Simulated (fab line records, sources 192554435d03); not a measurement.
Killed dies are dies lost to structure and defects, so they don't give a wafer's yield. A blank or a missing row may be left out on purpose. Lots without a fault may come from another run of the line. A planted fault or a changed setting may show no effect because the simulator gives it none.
fab line records | flow n5_finfet
record lots=7 wafers=39
route steps=1938 shown WELL_APT@55 DUMMY_GATE@246
start_h: hours from the record's first day to the start of the lot's first wafer shown | wait_h: hours since the lot's step before | " the same as in the row above | L1.1+2: a row that stands for several wafers | - no value, or no start given | * or withheld: withheld | < > ~ a bound
route shown NAME@n: a module of which the file shows steps, and the number in the route of the first | usual: mean/standard deviation of fault-free wafers | same: alike in all rows | chamber/n: place in a boat | sites: the reading at each site | _std_site: their standard deviation | _edge_site: outer sites' mean less inner sites' | radius_mm: how far each site lies from the wafer's centre | mask NAME#n: copy n | behind: the tool/chamber that last shaped the wafer | hold: why the lot was held/for how many hours/how that ended | device: the transistor (n, p or np) that didn't switch | end of line: the same wafers' tests at the end of the route | a step without rows: its recipe alone | killed: dies lost to structure and defects at the first sort, not the wafer's yield | map: a wafer's dies, x killed, . not, _ none there
set.NAME: the setting as run; set.NAME@STEP: as run at that earlier step | model.NAME: the simulator's own value behind a step, which no gauge read
lots whose settings were changed on purpose; a table a step, a row a wafer
## steps
# step N5_WELL_APT_EPI_41
# recipe material=Si target_thk_a=500 temp_c=650 precursor=SiH4/H2 pressure_torr=20 time_s=297.7
# columns lot.wafer tool chamber start_h wait_h set.time_s model.Si_of_WELL_APT_EPI_41.thk_nm
L076.1 epi_rpcvd-02 0 28.27 0.0 297.7 50.08
L076.2 " 0 " " 283 47.82
L076.3 " 0 " " 283 47.74
L076.4+5 " 0 " " 297.7 49.78
L076.6 " 0 " " 283 48.14
L080.1 epi_rpcvd-01 0 52.19 0.0 297.7 50.28
L080.2 " 0 " " 297.7 49.86
L080.3 " 0 " " 274.2 45.65
L080.4 " 0 " " 274.2 45.34
L080.5 " 0 " " 274.2 46.17
L080.6 " 0 " " 297.7 49.87
L082.1 epi_rpcvd-01 0 65.16 0.0 281 48.07
L082.2 " 0 " " 297.7 50.47
L082.3 " 0 " " 281 47.1
L082.4 " 0 " " 281 47.18
L082.5 " 0 " " 297.7 50.03
L082.6 " 0 " " 297.7 50.46
L083.1 epi_rpcvd-02 0 70.48 0.0 313.7 51.67
L083.2 " 0 " " 297.7 49.39
L083.3 " 0 " " 313.7 52.29
L083.4 " 0 " " 297.7 49.51
L083.5 " 0 " " 297.7 49.62
L083.6 " 0 " " 313.7 52.93
L085.2 epi_rpcvd-01 0 82.25 0.1 297.7 49.95
L085.3 " 0 " " 297.7 49.03
L085.6 " 0 " " 297.7 49.76
L094.1 epi_rpcvd-04 0 136.39 0.0 314.2 53.01
L094.2 " 0 " " 314.2 51.94
L094.3 " 0 " " 297.7 49.75
L094.4 " 0 " " 297.7 49.7
L094.5 " 0 " " 314.2 52.72
L094.6 " 0 " " 297.7 49.66
L095.1 epi_rpcvd-02 0 141.89 0.0 297.7 50.19
L095.2+3 " 0 " " 281.2 46.98
L095.4 " 0 " " 281.2 47.02
L095.5 " 0 " " 297.7 49.49
L095.6 " 0 " " 297.7 50.02
# step N5_DUMMY_GATE_ETCH_32
# recipe chemistry=CF4 target=SiO2 target_depth_a=35 time_s=3.9 ion_energy_ev=350 pressure_mtorr=10 icp_w=800 bias_w=400 cf4_flow_sccm=80
# columns lot.wafer tool chamber start_h wait_h set.time_s model.etch.depth_nm
L076.1 rie_si-06 3 67.85 0.1 2.969 2.675
L076.2 " 2 " " 2.969 2.727
L076.3 " 1 " " 3.9 3.427
L076.4 " 0 " " 2.969 2.668
L076.5 " 0 " " 3.9 3.504
L076.6 " 3 " " 3.9 3.494
L080.1 rie_si-06 3 83.29 0.1 3.418 3.057
L080.2 " 1 " " 3.9 3.43
L080.3 " 0 " " 3.9 3.457
L080.4 " 2 " " 3.418 3.098
L080.5 " 2 " " 3.9 3.534
L080.6 " 1 " " 3.418 2.995
L082.1 rie_si-03 2 95.28 0.1 3.9 3.502
L082.2 " 3 " " 3.9 3.551
L082.3 " 1 " " 3.9 3.582
L082.4 " 0 " " 3.9 3.5
L082.5 " 1 " " 3.9 3.571
L082.6 " 0 " " 3.9 3.509
L083.1 rie_si-05 2 101.13 0.1 3.303 2.931
L083.2 " 1 " " 3.303 3.006
L083.3 " 3 " " 3.9 3.459
L083.4 " 0 " " 3.9 3.547
L083.5 " 1 " " 3.9 3.545
L083.6 " 0 " " 3.303 2.983
L085.2 rie_si-06 1 122.31 0.1 3.9 3.431
L085.3 " 0 " " 3.9 3.476
L085.6 " 2 " " 3.9 3.554
L094.1 rie_si-03 1 168.24 0.1 3.9 3.568
L094.2 " 0 " " 3.176 2.827
L094.3 " 2 " " 3.9 3.516
L094.4 " 3 " " 3.176 2.889
L094.5 " 0 " " 3.9 3.522
L094.6 " 3 " " 3.176 2.899
L095.1 rie_si-03 1 172.84 0.1 3.642 3.339
L095.2 " 3 " " 3.9 3.584
L095.3 " 2 " " 3.9 3.536
L095.4 " 0 " " 3.642 3.305
L095.5 " 2 " " 3.642 3.29
L095.6 " 1 " " 3.9 3.58
# step N5_DUMMY_GATE_ETCH_42
# recipe chemistry=CHF3/O2 target=SiO2 target_depth_a=35 time_s=31 ion_energy_ev=30 bias_w=12 pressure_mtorr=30 source_w=600 Ar_flow_sccm=200 CHF3_flow_sccm=50 O2_flow_sccm=5
# usual rf_vpp_V=42.4/1.1
# columns lot.wafer tool chamber start_h wait_h set.bias_w rf_vpp_V
L076.1 rie_diel-03 0 68.10 0.0 12 42.6
L076.2 " 3 " " 13.35 45.7
L076.3 " 2 " " 12 42.2
L076.4 " 2 " " 13.35 44.9
L076.5 " 0 " " 13.35 47.4
L076.6 " 3 " " 12 42.9
L080.1 rie_diel-03 0 83.54 0.0 13.19 44.3
L080.2 " 3 " " 12 42.4
L080.3 " 2 " " 13.19 46.0
L080.4 " 0 " " 12 42.1
L080.5 " 2 " " 12 40.7
L080.6 " 3 " " 13.19 46.2
L082.1 rie_diel-04 1 95.53 0.0 12 43.2
L082.2 " 2 " " 12 41.1
L082.3 " 0 " " 10.79 38.4
L082.4 " 3 " " 10.79 38.6
L082.5 " 2 " " 10.79 39.0
L082.6 " 3 " " 12 43.0
L083.1 rie_diel-01 3 101.54 0.2 12 41.7
L083.2 " 2 " " 12 43.1
L083.3 " 0 " " 12 41.3
L083.4 " 1 " " 12 43.1
L083.5 " 2 " " 12 43.5
L083.6 " 1 " " 12 42.7
L085.2 rie_diel-04 1 122.74 0.2 12 41.3
L085.3 " 0 " " 12 44.6
L085.6 " 3 " " 12 42.7
L094.1 rie_diel-04 3 168.49 0.0 12 43.6
L094.2 " 0 " " 12 44.4
L094.3 " 2 " " 12 42.6
L094.4 " 3 " " 12 43.0
L094.5 " 0 " " 12 41.6
L094.6 " 2 " " 12 42.5
L095.1 rie_diel-03 0 173.09 0.0 12 42.7
L095.2 " 1 " " 12 42.4
L095.3 " 3 " " 10.2 37.9
L095.4 " 2 " " 10.2 38.0
L095.5 " 3 " " 12 43.4
L095.6 " 0 " " 10.2 36.8
## key
split step=N5_WELL_APT_EPI_41 setting=time_s stated=297.7 by=wafer
response step=N5_WELL_APT_EPI_41 reading=model.Si_of_WELL_APT_EPI_41.thk_nm change=+0.512 per=1% r=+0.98
split step=N5_DUMMY_GATE_ETCH_32 setting=time_s stated=3.9 by=wafer
response step=N5_DUMMY_GATE_ETCH_32 reading=model.etch.depth_nm change=+0.0344 per=1% r=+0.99
split step=N5_DUMMY_GATE_ETCH_42 setting=bias_w stated=12 by=wafer
response step=N5_DUMMY_GATE_ETCH_42 reading=rf_vpp_V change=+0.351 per=1% r=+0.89
